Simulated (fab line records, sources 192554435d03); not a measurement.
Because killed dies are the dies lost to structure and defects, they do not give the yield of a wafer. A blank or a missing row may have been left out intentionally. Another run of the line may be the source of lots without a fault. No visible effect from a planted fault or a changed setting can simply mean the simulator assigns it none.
A lot that was struck, set against a sound lot	flow n5 finfet	15 out of 1938 route steps
Sound: wafers L422.1, L422.2, L422.4. The struck wafers were L421.1, L421.2, L421.6. Last of all comes the cause.
Order at every step that has rows: each side's tool, ch and its chambers, its first start. Under that, the readings that differ: sound wafers	struck wafers	difference of the means	sigmas: that difference in standard deviations of wafers without a fault.
alike: words and numbers the same on both sides, and readings whose means are apart by under 2 such deviations; not compared: readings that were withheld, readings missing a value for some wafer, numbers with overlapping values and no deviation given by the record, and bounds like >300 which may hide the same value.
The two part at a step that has a row with sigmas, a row that says differs or no value, or rows on one side only. Numbers that have no deviation but don't overlap get no sigmas and don't part them. A reading missing from all wafers of one side parts the sides only when that side holds two or more wafers.

first, 1 step without rows for these wafers: N5_BEOL_M3_SPUTTER_92 (material Cu, target thk 4.5 nm, time 8.29 s).
N5_BEOL_M3_ANNEAL_93: time 240 s.
  sound on pvd sputter-02 at day 12 14:16; struck on pvd sputter-02 at day 12 12:25
  alike: heater power w
N5_BEOL_M3_SPUTTER_94: material Cu, target thk 4.5 nm, time 8.29 s.
  sound on pvd sputter-02 at day 12 14:24; struck on pvd sputter-02 at day 12 12:34
  alike: chamber pressure pa, substrate temp c, throttle valve pct
N5_BEOL_M3_ANNEAL_95: time 240 s.
  sound on pvd sputter-02 at day 12 14:29; struck on pvd sputter-02 at day 12 12:38
  alike: heater power w
then, 2 steps without rows for these wafers: N5_BEOL_M3_SPUTTER_96 (material Cu, target thk 4.5 nm, time 8.29 s); N5_BEOL_M3_ECD_50 (material Cu, target thk 300 nm).
N5_BEOL_M3_ANNEAL_51: time 90 s.
  sound on rtp anneal-02 ch 0, day 12 14:49; struck on rtp anneal-01 ch 0, day 12 13:05
  alike: wafer_temp_C_max
then, 1 step without rows for these wafers: N5_BEOL_M3_CMP_52 (polishes, stops on SiOC, t overpolish 6.8 s, target thk 40 nm).
N5_BEOL_M3_THK_MEAS_53: measures by xrf.
  sound on film metro-01 at day 12 15:24; struck on film metro-01 at day 12 13:41
  alike: M3_THK
N5_BEOL_M3_PRE_CLEAN_60: time 15 s.
  sound on cvd co-02 ch 0,1,2, day 12 15:34; struck on cvd co-01 ch 0,2, day 12 13:43
  alike: heater power w
then, 2 steps without rows for these wafers: N5_BEOL_M3_CO_CAP_55 (material Co, precursor CCTBA/H2, target thk 2 nm, time 102.1 s); N5_BEOL_M3_PRE_CLEAN_56 (time 15 s).
N5_BEOL_M3_DEP_57: deposits SiCN from 3MS/NH3, target thk 8 nm, time 14 s.
  sound on pecvd-03 ch 0,2, day 12 15:44; struck on pecvd-01 ch 0,1, day 12 13:53
  no value came back on the struck wafers for chamber pressure Torr (Torr), rf fwd power W (W), showerhead plenum p Torr (Torr), throttle valve pct (%); on the sound wafers chamber pressure Torr (Torr) reads 2.985 2.999 2.990
N5_BEOL_M4_RC_MEAS_101:
  the record has rows for the sound wafers here (prober-02 ch 0, day 13 12:16) and none for the struck ones
-- here the record skips 5 days between the struck wafers' starts before and after, leaving off in module BEOL_M4 and picking up in module PASSIVATION (first step shown: number 1936 of the route) --
N5_PASSIVATION_PROBE_49:
  the record has rows for the struck wafers here (prober-02, day 17 05:38) and none for the sound ones

== WHERE THEY PART ==
Last at N5_PASSIVATION_PROBE_49 as far as this record goes, first at N5_BEOL_M3_DEP_57.

WHY: what the simulator had put in
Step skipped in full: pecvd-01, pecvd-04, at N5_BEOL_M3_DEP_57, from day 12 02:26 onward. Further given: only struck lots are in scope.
